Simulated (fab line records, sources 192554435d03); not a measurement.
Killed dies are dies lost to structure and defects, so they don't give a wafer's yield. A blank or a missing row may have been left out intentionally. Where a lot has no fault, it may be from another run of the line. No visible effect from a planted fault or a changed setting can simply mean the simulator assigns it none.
fab line records	flow n5Finfet	part 1 of 2: steps 1 to 23 of 29
record: lots: 5	wafers: 15	lastDay: 18
route steps=1938 shown BEOL_M0_SAQP@687 BEOL_M0_CUTY@701 BEOL_M0@715
lots that met no fault: taken from a fault-free run of the same line
startH: hours from the record's first day to the start of the lot's first wafer shown	waitH: time in hours since the lot's previous step	" unchanged from the row above	L1.1+2: several wafers, shown together as one row	- no value present, or no start provided	* or withheld: withheld	< > ~ a bound
route shown NAME@n: a module of which the file shows steps, and the number in the route of the first	usual: mean and standard deviation over wafers with no fault	same: alike in all rows	chamber/n: place in a boat	sites: per-site readings	_std_site: their standard deviation	_edge_site: mean of outer sites minus mean of inner sites	radiusMm: for every site, how far away it sits from the centre of the wafer	mask NAME#n: copy n	behind: the most recent tool/chamber to have shaped the wafer	hold: why the lot went on hold/how many hours it stayed there/how the hold came to an end	device: transistor that didn't switch, given as n, p or np	end of line: the same wafers' tests at the end of the route	step lacking rows: just its recipe	killed: at the first sort, the dies lost to defects and structure; wafer yield is something else	map: dies across one wafer; x = killed, . = not, _ = none there
set.NAME: setting as actually run; set.NAME@STEP: the setting as run at that earlier step	model.NAME: the simulator's own value behind a step, which no gauge read
certain route steps with their lots: each step a table, each wafer a row
services: the hour from which a tool's chamber was out of use, counted from the record's first day as startH (under 0 if before that day), plus the number of hours and why
== steps ==
step: N5_BEOL_M0_SAQP_PEB_38
recipe: pebTempC: 100	pebTimeS: 60	resist: CAR-EUV
lot.wafer	tool	chamber	startH	waitH
L074.1+4+6	lithoTrack-05	0	110.83	0.1
L082.2+5+6	lithoTrack-03	0	157.59	0.1
L087.1+2+4	lithoTrack-03	0	191.62	0.1
L095.3+4+6	lithoTrack-05	0	239.52	0.0
L096.2+3+4	lithoTrack-03	0	255.24	0.1
step: N5_BEOL_M0_SAQP_DEVELOP_39
recipe: developTimeS: 30	developer: TMAH	resist: CAR-EUV	rinseLiquid: surfactantRinse	dry: airSpin	devTempC: 23
lot.wafer	tool	chamber	startH	waitH
L074.1+4+6	lithoTrack-05	0	-	-
L082.2+5+6	lithoTrack-03	0	-	-
L087.1+2+4	lithoTrack-03	0	-	-
L095.3+4+6	lithoTrack-05	0	-	-
L096.2+3+4	lithoTrack-03	0	-	-
step: N5_BEOL_M0_SAQP_CD_MEAS_40
recipe: targetCdNm: 30	landingEnergyEv: 500	detector: seInlens
usual: cdNm: 30.05/0.23
lot.wafer	tool	chamber	startH	waitH	cdNm
L074.1	cdSem-01	0	110.90	-	30.10
L074.4	"	0	"	"	29.88
L074.6	"	0	"	"	29.97
L082.2	cdSem-02	0	157.66	-	30.32
L082.5	"	0	"	"	29.93
L082.6	"	0	"	"	29.96
L087.1	cdSem-03	0	191.69	-	30.04
L087.2	"	0	"	"	29.95
L087.4	"	0	"	"	29.66
L095.3	cdSem-01	0	239.59	-	29.95
L095.4	"	0	"	"	30.08
L095.6	"	0	"	"	30.07
L096.2	cdSem-03	0	255.31	-	29.73
L096.3	"	0	"	"	29.69
L096.4	"	0	"	"	30.09
step: N5_BEOL_M0_SAQP_OVL_MEAS_41
recipe: pointsPerWafer: 522
usual: M0_CUT1_OVL: -0.1/0.6
same: pointsPerWafer: 522
lot.wafer	tool	chamber	startH	waitH	M0_CUT1_OVL[nm]
L074.1	overlay-02	0	110.93	0.0	-0.6
L074.4	"	0	"	"	-0.3
L074.6	"	0	"	"	-0.6
L082.2	overlay-01	0	157.69	0.0	0.1
L082.5	"	0	"	"	-0.1
L082.6	"	0	"	"	0.3
L087.1	overlay-02	0	191.72	0.0	0.1
L087.2	"	0	"	"	-0.5
L087.4	"	0	"	"	1.0
L095.3	overlay-02	0	239.62	0.0	-1.0
L095.4	"	0	"	"	-0.3
L095.6	"	0	"	"	0.1
L096.2	overlay-01	0	255.34	0.0	-0.5
L096.3	"	0	"	"	-0.9
L096.4	"	0	"	"	-0.1
step: N5_BEOL_M0_SAQP_INSPECT_42
recipe: mode: adi	inspectInstrument: brightfield
usual: rawDefectCount: 279/88
lot.wafer	tool	chamber	startH	waitH	rawDefectCount
L074.1	defectInspect-02	-	110.99	0.1	220
L074.4	"	-	"	"	218
L074.6	"	-	"	"	318
L082.2	defectInspect-01	-	157.75	0.0	301
L082.5	"	-	"	"	304
L082.6	"	-	"	"	343
L087.1	defectInspect-02	-	191.78	0.1	266
L087.2	"	-	"	"	305
L087.4	"	-	"	"	186
L095.3	defectInspect-02	-	239.67	0.0	305
L095.4	"	-	"	"	410
L095.6	"	-	"	"	313
L096.2	defectInspect-01	-	255.40	0.0	225
L096.3	"	-	"	"	204
L096.4	"	-	"	"	515
step: N5_BEOL_M0_SAQP_DESCUM_45
recipe: chemistry: O2	timeS: 7	sourcePowerW: 50	biasPowerW: 20	pressureMtorr: 20	rfFrequencyHz: 2.712e+07	tempC: 40	resist: CAR-EUV	o2FlowSccm: 225
usual: drypumpMotorCurrentA: 5.9/0.41	oesProductAu: 0.77/0.066	rfVppV: 243.5/1.1	showerheadPlenumPTorr: 2.11/0.056	throttleValvePct: 20.44/0.12
lot.wafer	tool	chamber	startH	waitH	drypumpMotorCurrentA	oesProductAu	rfHoursCounterH	rfVppV	showerheadPlenumPTorr	throttleValvePct
L074.1	rieDiel-05	0	111.03	0.0	5.2	0.82	66	244.0	2.12	20.60
L074.4	"	1	"	"	5.9	0.75	148	245.4	2.18	20.46
L074.6	"	2	"	"	5.7	0.75	-	245.1	2.17	20.62
L082.2	rieDiel-04	2	157.78	0.0	6.5	0.73	197	243.4	2.08	20.35
L082.5	"	3	"	"	6.5	0.71	-	242.8	2.09	20.41
L082.6	"	0	"	"	5.4	0.86	-	244.5	2.22	20.27
L087.1	rieDiel-04	1	192.50	0.7	6.2	0.77	148	243.7	2.09	20.64
L087.2	"	2	"	"	6.5	0.73	206	242.9	2.08	20.35
L087.4	"	0	"	"	5.5	0.85	66	244.5	2.22	20.29
L095.3	rieDiel-03	0	239.71	0.0	6.3	0.72	223	242.4	2.06	20.46
L095.4	"	2	"	"	5.5	0.74	198	244.3	2.08	20.31
L095.6	"	0	"	"	6.4	0.72	-	242.7	2.06	20.45
L096.2	rieDiel-04	2	255.43	0.0	6.5	0.71	224	243.0	2.07	20.38
L096.3	"	1	"	"	6.2	0.75	166	242.2	2.09	20.65
L096.4	"	0	"	"	5.4	0.82	84	244.9	2.21	20.33
step: N5_BEOL_M0_SAQP_ETCH_88
recipe: chemistry: N2/H2	target: underlayer	targetDepthA: 65	timeS: 5.2	ionEnergyEv: 200	maskMaterial: CAR-EUV	pressureMtorr: 30	sourceW: 840	biasW: 150	n2FlowSccm: 200	h2FlowSccm: 200	ends: cleared
usual: drypumpMotorCurrentA: 5.9/0.41	etchRfOnTimeS: 5.17/0.097	oesProductAu: 0.65/0.058	rfVppV: 524.5/2.2	showerheadPlenumPTorr: 2.56/0.069	throttleValvePct: 17.90/0.13
lot.wafer	tool	chamber	startH	waitH	drypumpMotorCurrentA	etchRfOnTimeS	oesProductAu	rfHoursCounterH	rfVppV	showerheadPlenumPTorr	throttleValvePct
L074.1	rieDiel-05	0	111.06	0.0	5.2	5.17	0.72	66	523.8	2.58	18.11
L074.4	"	1	"	"	5.8	5.20	0.64	148	528.0	2.65	17.87
L074.6	"	2	"	"	5.7	5.19	0.63	-	528.7	2.63	18.04
L082.2	rieDiel-04	2	157.81	0.0	6.5	5.26	0.62	197	522.1	2.53	17.88
L082.5	"	3	"	"	6.5	5.30	0.61	-	522.4	2.54	17.86
L082.6	"	0	"	"	5.5	5.14	0.72	-	528.9	2.70	17.63
L087.1	rieDiel-04	1	192.53	0.0	6.2	5.27	0.64	148	521.7	2.55	18.09
L087.2	"	2	"	"	6.5	5.25	0.62	206	523.8	2.53	17.89
L087.4	"	0	"	"	5.4	5.19	0.73	66	527.5	2.69	17.67
L095.3	rieDiel-03	0	239.74	0.0	6.3	5.16	0.61	223	523.1	2.50	17.89
L095.4	"	2	"	"	5.5	5.14	0.62	198	520.8	2.52	17.76
L095.6	"	0	"	"	6.4	5.18	0.62	-	523.9	2.50	17.90
L096.2	rieDiel-04	2	255.46	0.0	6.5	5.24	0.60	224	524.3	2.52	17.92
L096.3	"	1	"	"	6.2	5.25	0.63	166	525.7	2.54	18.12
L096.4	"	0	"	"	5.5	5.09	0.70	84	528.3	2.68	17.70
step: N5_BEOL_M0_SAQP_ETCH_73
recipe: chemistry: CF4	target: SiARC	targetDepthA: 195	maskMaterial: CAR-EUV	timeS: 32.5	ionEnergyEv: 80	pressureMtorr: 40	sourceW: 545	biasW: 36	Ar_flow_sccm: 100	cf4FlowSccm: 100	ends: cleared
usual: drypumpMotorCurrentA: 5.9/0.41	etchRfOnTimeS: 32.4/0.52	oesProductAu: 0.65/0.058	rfVppV: 184.2/1.2	showerheadPlenumPTorr: 2.15/0.053	throttleValvePct: 15.62/0.15
lot.wafer	tool	chamber	startH	waitH	drypumpMotorCurrentA	etchRfOnTimeS	oesProductAu	rfHoursCounterH	rfVppV	showerheadPlenumPTorr	throttleValvePct
L074.1	rieDiel-05	0	111.08	0.0	5.2	32.7	0.70	66	184.9	2.17	15.71
L074.4	"	1	"	"	5.8	32.7	0.63	148	184.7	2.23	15.65
L074.6	"	2	"	"	5.7	32.9	0.63	-	185.5	2.21	15.83
L082.2	rieDiel-04	2	157.83	0.0	6.5	32.8	0.62	197	183.4	2.13	15.56
L082.5	"	3	"	"	6.4	33.1	0.61	-	184.2	2.13	15.56
L082.6	"	0	"	"	5.4	32.1	0.73	-	185.3	2.26	15.37
L087.1	rieDiel-04	1	192.55	0.0	6.2	32.8	0.64	148	183.3	2.14	15.80
L087.2	"	2	"	"	6.5	32.8	0.62	206	184.9	2.13	15.59
L087.4	"	0	"	"	5.4	32.2	0.73	66	185.6	2.25	15.38
L095.3	rieDiel-03	0	239.76	0.0	6.3	32.3	0.62	223	182.3	2.11	15.73
L095.4	"	2	"	"	5.4	32.2	0.62	198	184.1	2.12	15.51
L095.6	"	0	"	"	6.4	32.4	0.61	-	182.8	2.11	15.73
L096.2	rieDiel-04	2	255.48	0.0	6.5	33.3	0.61	224	183.5	2.12	15.60
L096.3	"	1	"	"	6.1	33.1	0.63	166	184.6	2.13	15.84
L096.4	"	0	"	"	5.4	32.1	0.70	84	185.6	2.25	15.44
step: N5_BEOL_M0_SAQP_CUT_ETCH_46
recipe: chemistry: N2/H2	target: SOC	targetDepthA: 1350	overetchA: 270	tempC: 40	timeS: 202.5	ionEnergyEv: 200	maskMaterial: SiARC	pressureMtorr: 30	sourceW: 840	biasW: 150	n2FlowSccm: 200	h2FlowSccm: 200
usual: drypumpMotorCurrentA: 5.9/0.41	rfVppV: 524.4/2	showerheadPlenumPTorr: 2.56/0.069	throttleValvePct: 17.85/0.13
lot.wafer	tool	chamber	startH	waitH	drypumpMotorCurrentA	rfHoursCounterH	rfVppV	showerheadPlenumPTorr	throttleValvePct
L074.1	rieDiel-05	0	111.11	0.0	5.2	66	524.9	2.58	18.09
L074.4	"	1	"	"	5.8	148	526.3	2.65	17.84
L074.6	"	2	"	"	5.7	-	525.8	2.63	18.00
L082.2	rieDiel-04	2	157.86	0.0	6.5	197	523.7	2.53	17.84
L082.5	"	3	"	"	6.5	-	524.5	2.54	17.81
L082.6	"	0	"	"	5.4	-	528.6	2.70	17.60
L087.1	rieDiel-04	1	192.58	0.0	6.2	148	524.8	2.55	18.04
L087.2	"	2	"	"	6.5	206	523.3	2.53	17.85
L087.4	"	0	"	"	5.5	66	528.6	2.69	17.62
L095.3	rieDiel-03	0	239.79	0.0	6.3	223	523.5	2.50	17.84
L095.4	"	2	"	"	5.5	198	523.6	2.52	17.70
L095.6	"	0	"	"	6.4	-	523.9	2.50	17.86
L096.2	rieDiel-04	2	255.51	0.0	6.5	224	523.9	2.52	17.90
L096.3	"	1	"	"	6.2	166	522.6	2.54	18.06
L096.4	"	0	"	"	5.4	84	528.7	2.68	17.66
step: N5_BEOL_M0_SAQP_STRIP_74
recipe: chemistry: N2/H2	tempC: 40	n2FlowSccm: 200	h2FlowSccm: 200	rfFrequencyHz: 6e+07
lot.wafer	tool	chamber	startH	waitH
L074.1+4+6	rieDiel-05	0,1,2	111.27	0.1
L082.2+5+6	rieDiel-04	2,3,0	158.02	0.1
L087.1+2+4	rieDiel-04	1,2,0	192.74	0.1
L095.3+4+6	rieDiel-03	0,2,0	239.95	0.1
L096.2+3+4	rieDiel-04	2,1,0	255.67	0.1
step: N5_BEOL_M0_SAQP_STRIP_89
recipe: chemistry: N2/H2	tempC: 40	n2FlowSccm: 200	h2FlowSccm: 200	rfFrequencyHz: 6e+07
lot.wafer	tool	chamber	startH	waitH
L074.1+4+6	rieDiel-05	0,1,2	111.28	0.0
L082.2+5+6	rieDiel-04	2,3,0	158.03	0.0
L087.1+2+4	rieDiel-04	1,2,0	192.75	0.0
L095.3+4+6	rieDiel-03	0,2,0	239.96	0.0
L096.2+3+4	rieDiel-04	2,1,0	255.68	0.0
step: N5_BEOL_M0_SAQP_ALD_48
recipe: material: SiO2	targetThkA: 200	tempC: 100	aldPrecursorFamily: BDEAS	aldCoReactant: O2-plasma	pulseTimeS: 1	coReactantPulseTimeS: 1	purgeTimeS: 2	coReactantPurgeTimeS: 2	aldCycles: 139	pressureTorr: 2
usual: heaterPowerW: 74/7.1	precursorPulseHeightRel: 1.000/0.02
lot.wafer	tool	chamber	startH	waitH	heaterPowerW	precursorPulseHeightRel
L074.1	aldSin-02	3	111.31	0.0	79	1.039
L074.4	"	0	"	"	67	1.020
L074.6	"	3	"	"	77	1.037
L082.2	aldSin-02	1	158.14	0.1	64	0.994
L082.5	"	1	"	"	64	0.995
L082.6	"	0	"	"	70	1.005
L087.1	aldSin-03	1	192.82	0.1	77	0.991
L087.2	"	0	"	"	80	1.017
L087.4	"	3	"	"	84	1.012
L095.3	aldSin-02	0	239.99	0.0	69	0.999
L095.4	"	2	"	"	79	1.015
L095.6	"	0	"	"	70	1.011
L096.2	aldSin-04	2	255.71	0.0	82	0.981
L096.3	"	1	"	"	66	0.982
L096.4	"	0	"	"	73	0.970
step: N5_BEOL_M0_SAQP_ETCH_49
recipe: chemistry: CF4/O2	targetDepthA: 370	target: SiO2	pressureMtorr: 40	sourceW: 535	biasW: 49	Ar_flow_sccm: 100	cf4FlowSccm: 100	O2_flow_sccm: 10	ionEnergyEv: 100
usual: drypumpMotorCurrentA: 5.9/0.43	oesProductAu: 0.77/0.06	rfVppV: 241.0/1.8	showerheadPlenumPTorr: 2.23/0.056	throttleValvePct: 15.86/0.15
lot.wafer	tool	chamber	startH	waitH	drypumpMotorCurrentA	oesProductAu	rfHoursCounterH	rfVppV	showerheadPlenumPTorr	throttleValvePct
L074.1	rieDiel-05	1	111.83	0.3	5.8	0.75	148	240.9	2.29	15.87
L074.4	"	3	"	"	5.7	0.90	31	243.1	2.33	15.75
L074.6	"	0	"	"	5.2	0.83	-	240.5	2.23	15.96
L082.2	rieDiel-05	1	158.66	0.3	5.8	0.73	161	239.2	2.29	15.93
L082.5	"	0	"	"	5.2	0.81	-	240.2	2.23	15.99
L082.6	"	3	"	"	5.7	0.86	-	242.5	2.32	15.75
L087.1	rieDiel-04	3	193.42	0.4	6.4	0.70	178	239.4	2.19	15.83
L087.2	"	2	"	"	6.5	0.73	207	242.4	2.19	15.83
L087.4	"	1	"	"	6.2	0.76	148	241.1	2.20	16.03
L095.3	rieDiel-04	0	240.51	0.3	5.4	0.83	80	243.2	2.32	15.66
L095.4	"	2	"	"	6.5	0.72	219	240.8	2.18	15.85
L095.6	"	3	"	"	6.5	0.70	-	238.7	2.19	15.85
L096.2	rieDiel-04	0	256.31	0.3	5.5	0.81	84	242.9	2.31	15.66
L096.3	"	1	"	"	6.2	0.74	167	240.2	2.20	16.07
L096.4	"	3	"	"	6.4	0.69	195	238.2	2.19	15.87
step: N5_BEOL_M0_SAQP_STRIP_75
recipe: chemistry: CF4	resist: SiARC	powerW: 300	biasPowerW: 75	pressureMtorr: 50	cf4FlowSccm: 150	rfFrequencyHz: 6e+07
usual: drypumpMotorCurrentA: 5.9/0.43	oesProductAu: 0.176/0.013	powerW: 300.0/0.88	rfVppV: 271.7/1.3	showerheadPlenumPTorr: 1.82/0.045	throttleValvePct: 13.61/0.16
lot.wafer	tool	chamber	startH	waitH	drypumpMotorCurrentA	oesProductAu	powerW	rfHoursCounterH	rfVppV	showerheadPlenumPTorr	throttleValvePct
L074.1	rieDiel-05	1	111.93	0.1	5.8	0.177	299.7	148	272.7	1.87	13.63
L074.4	"	3	"	"	5.7	0.204	299.3	31	272.5	1.89	13.43
L074.6	"	0	"	"	5.3	0.187	299.3	-	272.0	1.81	13.64
L082.2	rieDiel-05	1	158.76	0.1	5.8	0.169	299.8	161	272.6	1.86	13.67
L082.5	"	0	"	"	5.2	0.185	298.3	-	271.6	1.81	13.67
L082.6	"	3	"	"	5.7	0.201	299.6	-	273.4	1.88	13.46
L087.1	rieDiel-04	3	193.52	0.1	6.5	0.164	301.0	178	270.5	1.78	13.58
L087.2	"	2	"	"	6.5	0.167	299.8	207	271.7	1.78	13.61
L087.4	"	1	"	"	6.2	0.175	301.4	149	271.8	1.80	13.78
L095.3	rieDiel-04	0	240.61	0.1	5.4	0.182	301.4	80	272.7	1.88	13.39
L095.4	"	2	"	"	6.5	0.163	299.4	219	270.2	1.78	13.62
L095.6	"	3	"	"	6.5	0.168	299.3	-	270.9	1.78	13.59
L096.2	rieDiel-04	0	256.41	0.1	5.4	0.191	299.7	84	273.2	1.88	13.41
L096.3	"	1	"	"	6.2	0.168	300.8	167	272.4	1.79	13.82
L096.4	"	3	"	"	6.5	0.160	300.7	195	270.8	1.78	13.60
step: N5_BEOL_M0_CUTY_COAT_50
recipe: resist: SiARC	tempC: 220	timeS: 60	spinRpm: 1500	resistThkNm: 15
lot.wafer	tool	chamber	startH	waitH
L074.1+4+6	lithoTrack-01	0	111.98	0.0
L082.2+5+6	lithoTrack-03	0	158.81	0.0
L087.1+2+4	lithoTrack-03	0	193.57	0.0
L095.3+4+6	lithoTrack-03	0	240.66	0.0
L096.2+3+4	lithoTrack-02	0	256.45	0.0
step: N5_BEOL_M0_CUTY_COAT_51
recipe: resist: CAR-ArF-block	spinRpm: 1500	resistThkNm: 150
lot.wafer	tool	chamber	startH	waitH
L074.1+4+6	lithoTrack-01	0	-	-
L082.2+5+6	lithoTrack-03	0	-	-
L087.1+2+4	lithoTrack-03	0	-	-
L095.3+4+6	lithoTrack-03	0	-	-
L096.2+3+4	lithoTrack-02	0	-	-
step: N5_BEOL_M0_CUTY_EBR_52
recipe: solvent: PGMEA	ebrWidthMm: 1.5
lot.wafer	tool	chamber	startH	waitH
L074.1+4+6	lithoTrack-01	0	-	-
L082.2+5+6	lithoTrack-03	0	-	-
L087.1+2+4	lithoTrack-03	0	-	-
L095.3+4+6	lithoTrack-03	0	-	-
L096.2+3+4	lithoTrack-02	0	-	-
step: N5_BEOL_M0_CUTY_SOFTBAKE_53
recipe: tempC: 110	timeS: 60	resist: CAR-ArF-block
lot.wafer	tool	chamber	startH	waitH
L074.1+4+6	lithoTrack-01	0	-	-
L082.2+5+6	lithoTrack-03	0	-	-
L087.1+2+4	lithoTrack-03	0	-	-
L095.3+4+6	lithoTrack-03	0	-	-
L096.2+3+4	lithoTrack-02	0	-	-
step: N5_BEOL_M0_CUTY_EXPOSE_54
recipe: maskId: M0_ABLK	na: 1.35	sourceShape: conventional	sigmaOuter: 0.8	polarization: unpolarized	doseMj: 36
same: sigmaOuter: 0.8
lot.wafer	tool	chamber	startH	waitH	mask
L074.1+4+6	arfiScanner-01	0	112.20	-	M0_ABLK#0
L082.2+5+6	arfiScanner-01	0	159.04	-	M0_ABLK#0
L087.1+2+4	arfiScanner-01	0	193.79	-	M0_ABLK#0
L095.3+4+6	arfiScanner-03	0	240.89	-	M0_ABLK#0
L096.2+3+4	arfiScanner-01	0	256.68	-	M0_ABLK#0
step: N5_BEOL_M0_CUTY_PEB_55
recipe: pebTempC: 110	pebTimeS: 60	resist: CAR-ArF-block
lot.wafer	tool	chamber	startH	waitH
L074.1+4+6	lithoTrack-01	0	112.26	0.1
L082.2+5+6	lithoTrack-03	0	159.09	0.0
L087.1+2+4	lithoTrack-01	0	193.85	0.1
L095.3+4+6	lithoTrack-03	0	240.94	0.0
L096.2+3+4	lithoTrack-03	0	256.74	0.0
step: N5_BEOL_M0_CUTY_DEVELOP_56
recipe: developTimeS: 30	developer: TMAH	resist: CAR-ArF-block	rinseLiquid: diw	dry: airSpin	devTempC: 23
lot.wafer	tool	chamber	startH	waitH
L074.1+4+6	lithoTrack-01	0	-	-
L082.2+5+6	lithoTrack-03	0	-	-
L087.1+2+4	lithoTrack-01	0	-	-
L095.3+4+6	lithoTrack-03	0	-	-
L096.2+3+4	lithoTrack-03	0	-	-
step: N5_BEOL_M0_CUTY_CD_MEAS_57
recipe: targetCdNm: 200	landingEnergyEv: 500	detector: seInlens	polarity: line
usual: cdNm: 199.8/0.9
lot.wafer	tool	chamber	startH	waitH	cdNm
L074.1	cdSem-02	0	112.33	-	198.6
L074.4	"	0	"	"	199.2
L074.6	"	0	"	"	199.3
L082.2	cdSem-01	0	159.16	-	200.6
L082.5	"	0	"	"	200.3
L082.6	"	0	"	"	199.9
L087.1	cdSem-02	0	193.91	-	200.0
L087.2	"	0	"	"	199.3
L087.4	"	0	"	"	199.0
L095.3	cdSem-03	0	241.01	-	200.2
L095.4	"	0	"	"	199.4
L095.6	"	0	"	"	199.2
L096.2	cdSem-02	0	256.80	-	201.2
L096.3	"	0	"	"	201.4
L096.4	"	0	"	"	201.5
step: N5_BEOL_M0_CUTY_OVL_MEAS_58
recipe: pointsPerWafer: 44
usual: M0_ABLK_OVL: -0.2/0.88
same: pointsPerWafer: 44
lot.wafer	tool	chamber	startH	waitH	M0_ABLK_OVL[nm]
L074.1	overlay-01	0	112.36	0.0	-0.1
L074.4	"	0	"	"	-0.8
L074.6	"	0	"	"	-0.7
L082.2	overlay-02	0	159.18	0.0	0.0
L082.5	"	0	"	"	-0.5
L082.6	"	0	"	"	-0.1
L087.1	overlay-02	0	193.95	0.0	-0.3
L087.2	"	0	"	"	0.4
L087.4	"	0	"	"	1.3
L095.3	overlay-01	0	241.04	0.0	1.6
L095.4	"	0	"	"	0.2
L095.6	"	0	"	"	0.8
L096.2	overlay-01	0	256.83	0.0	0.3
L096.3	"	0	"	"	1.0
L096.4	"	0	"	"	-0.8
